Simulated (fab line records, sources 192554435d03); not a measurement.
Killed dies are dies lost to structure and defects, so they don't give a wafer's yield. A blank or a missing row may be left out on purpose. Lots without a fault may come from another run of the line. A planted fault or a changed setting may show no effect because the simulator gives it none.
Chamber matching | flow n5_finfet | N5_PASSIVATION_PECVD_55 on pecvd-04: 3 sister chambers
The step deposits SiO2 from SiH4/N2O, target thk 400 nm, time 22.5 s. 18 wafers are shown with their chamber, then 9 later ones without.

WAFERS WITH THEIR CHAMBER
wafer  | chamber | showerhead_plenum_p_Torr (Torr) | throttle_valve_pct (%) | heater_power_w (W)
L074.2 | 1       | 8.19                            | 64                     | 700
L074.3 | 2       | 7.95                            | 50                     | 662
L074.5 | 2       | 7.94                            | 50                     | 678
L075.3 | 1       | 8.17                            | 64                     | 724
L075.5 | 0       | 8.38                            | 53                     | 562
L075.6 | 2       | 7.96                            | 51                     | 608
L077.1 | 0       | 8.39                            | 53                     | 720
L077.4 | 1       | 8.19                            | 63                     | 687
L077.5 | 0       | 8.37                            | 53                     | 576
L081.2 | 1       | 8.20                            | 64                     | 681
L081.3 | 0       | 8.37                            | 53                     | 686
L081.4 | 0       | 8.39                            | 53                     | 716
L085.1 | 2       | 7.96                            | 51                     | 718
L085.2 | 0       | 8.37                            | 53                     | 601
L085.4 | 1       | 8.18                            | 64                     | 654
L092.1 | 2       | 7.98                            | 51                     | 711
L092.3 | 2       | 7.95                            | 52                     | 703
L092.5 | 0       | 8.39                            | 53                     | 585

SIGNATURES (means of the wafers above)
reading                  | chamber 0 | chamber 1 | chamber 2 | scatter within a chamber
showerhead_plenum_p_Torr | 8.3800    | 8.1860    | 7.9567    | 0.0117
throttle_valve_pct       | 53.00     | 63.80     | 50.83     | 0.492
heater_power_w           | 635.14    | 689.20    | 680.00    | 51.6
Rule: a wafer's distance from a chamber is the root of the sum, over the readings, of the square of ((its reading less the chamber's mean) divided by the reading's scatter). The wafer belongs to the nearest chamber; if the next one is less than 2 further off, it can't be placed. The scatter: the root of (the sum of the squares of (reading less its chamber's mean) over the shown wafers, divided by (wafers less chambers)).

WAFERS WITHOUT THEIR CHAMBER
wafer  | showerhead_plenum_p_Torr (Torr) | throttle_valve_pct (%) | heater_power_w (W)
L097.1 | 8.39                            | 53                     | 670
L097.4 | 8.38                            | 53                     | 685
L097.6 | 8.36                            | 53                     | 722
L096.2 | 8.16                            | 50                     | 666
L096.3 | 8.38                            | 53                     | 628
L096.4 | 8.16                            | 50                     | 668
L095.2 | 8.37                            | 53                     | 728
L095.4 | 8.40                            | 53                     | 726
L095.5 | 8.37                            | 53                     | 571

WHICH CHAMBER EACH WENT THROUGH
wafer  | from the rows above | in truth
L097.1 | 0                   | 0
L097.4 | 0                   | 0
L097.6 | 0                   | 0
L096.2 | 2                   | 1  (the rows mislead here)
L096.3 | 0                   | 0
L096.4 | 2                   | 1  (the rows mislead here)
L095.2 | 0                   | 0
L095.4 | 0                   | 0
L095.5 | 0                   | 0
Placed correctly: 7 of 9. Can't be placed from these rows: 0. Placed wrongly: 2.
